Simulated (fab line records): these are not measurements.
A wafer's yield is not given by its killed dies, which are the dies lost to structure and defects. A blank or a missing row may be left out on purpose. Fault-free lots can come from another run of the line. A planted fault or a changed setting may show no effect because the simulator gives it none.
Chamber matching | flow n5 finfet | rie diel-04 running N5_BEOL_M9_STRIP_19: 4 sister chambers
The step strips in O2. 8 wafers are shown with their chamber, then 8 later ones without.

## WAFERS PAIRED WITH THEIR CHAMBERS
wafer  | chamber | drypump motor current A (A) | throttle valve pct (%)
L077.3 | 0       | 5.6                         | 16.72
L077.4 | 1       | 4.9                         | 16.64
L081.3 | 0       | 5.7                         | 16.73
L081.4 | 1       | 4.9                         | 16.65
L084.3 | 3       | 5.3                         | 16.91
L084.5 | 3       | 5.3                         | 16.91
L084.6 | 2       | 5.3                         | 16.34
L088.1 | 2       | 5.3                         | 16.32

## WAFERS MISSING THEIR CHAMBER
wafer  | drypump motor current A (A) | throttle valve pct (%)
L088.2 | 5.6                         | 16.76
L088.4 | 5.3                         | 16.93
L089.1 | 4.9                         | 16.72
L089.4 | 5.3                         | 16.94
L089.6 | 5.6                         | 16.76
L090.1 | 5.6                         | 16.77
L090.3 | 5.3                         | 16.36
L090.6 | 5.3                         | 16.34

## THE CHAMBER EACH PASSED THROUGH
wafer  | from the rows above | in truth
L088.2 | 0                   | 0
L088.4 | 3                   | 3
L089.1 | 1                   | 1
L089.4 | 3                   | 3
L089.6 | 0                   | 0
L090.1 | 0                   | 0
L090.3 | 2                   | 2
L090.6 | 2                   | 2
8 of 8 placed correctly. Left unplaced by these rows: 0. 0 placed wrongly.
How it was worked out, from the rows above alone: a wafer's distance from a chamber is the root of the sum, over the readings, of the square of ((its reading less the chamber's mean) divided by the reading's scatter). If the next closest chamber is less than 2 further off than the closest, the wafer can't be placed; otherwise it belongs to the closest. A chamber's mean is the mean of its shown wafers. The scatter is the square root of a quotient: the sum, over the shown wafers, of each reading's squared deviation from its chamber's mean, divided by wafers minus chambers.
